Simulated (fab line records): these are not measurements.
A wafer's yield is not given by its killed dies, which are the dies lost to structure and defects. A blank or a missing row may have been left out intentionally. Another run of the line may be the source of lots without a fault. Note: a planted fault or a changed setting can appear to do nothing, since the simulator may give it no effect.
Matching of chambers :: flow nandHarc :: NHARC_P_GATE_ETCH_32 on rieSi-05: 4 sister chambers
The step etches the open film in HBr/Cl2, target depth 150 nm, time 100.1 s. 4 wafers are shown with their chamber, then 8 later ones without.

## EACH WAFER AND ITS CHAMBER
wafer: L083.1
chamber: 1
drypumpMotorCurrentA (A): 6.0

wafer: L085.3
chamber: 2
drypumpMotorCurrentA (A): 5.8

wafer: L085.5
chamber: 3
drypumpMotorCurrentA (A): 5.6

wafer: L086.2
chamber: 0
drypumpMotorCurrentA (A): 5.6

## WAFERS MISSING THEIR CHAMBER
wafer: L086.4
drypumpMotorCurrentA (A): 5.9

wafer: L086.6
drypumpMotorCurrentA (A): 5.9

wafer: L088.1
drypumpMotorCurrentA (A): 6.0

wafer: L088.4
drypumpMotorCurrentA (A): 5.6

wafer: L088.5
drypumpMotorCurrentA (A): 5.8

wafer: L091.1
drypumpMotorCurrentA (A): 6.0

wafer: L091.2
drypumpMotorCurrentA (A): 5.6

wafer: L091.5
drypumpMotorCurrentA (A): 5.9

## EACH ONE'S CHAMBER
wafer: L086.4
from the rows above: can't be placed: 1 or 2
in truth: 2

wafer: L086.6
from the rows above: can't be placed: 1 or 2
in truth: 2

wafer: L088.1
from the rows above: 1
in truth: 1

wafer: L088.4
from the rows above: can't be placed: 0 or 3
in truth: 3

wafer: L088.5
from the rows above: 2
in truth: 2

wafer: L091.1
from the rows above: 1
in truth: 1

wafer: L091.2
from the rows above: can't be placed: 0 or 3
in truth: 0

wafer: L091.5
from the rows above: can't be placed: 1 or 2
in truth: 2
Placed correctly: 3 of 8. Cannot be placed on the basis of these rows: 5; the candidates contain the true chamber in 5. Number placed wrongly: 0.
How it was worked out, from the rows above alone: a wafer's distance from a chamber is the root of the sum, over the readings, of the square of ((its reading less the chamber's mean) divided by the reading's scatter). The wafer belongs to the nearest chamber; if the next one is less than 2 further off, it can't be placed. Each chamber's mean is taken over the wafers shown for it. The scatter (one wafer shown for each chamber): square how far every hidden wafer sits from the nearest shown wafer, average those squares and take the square root.
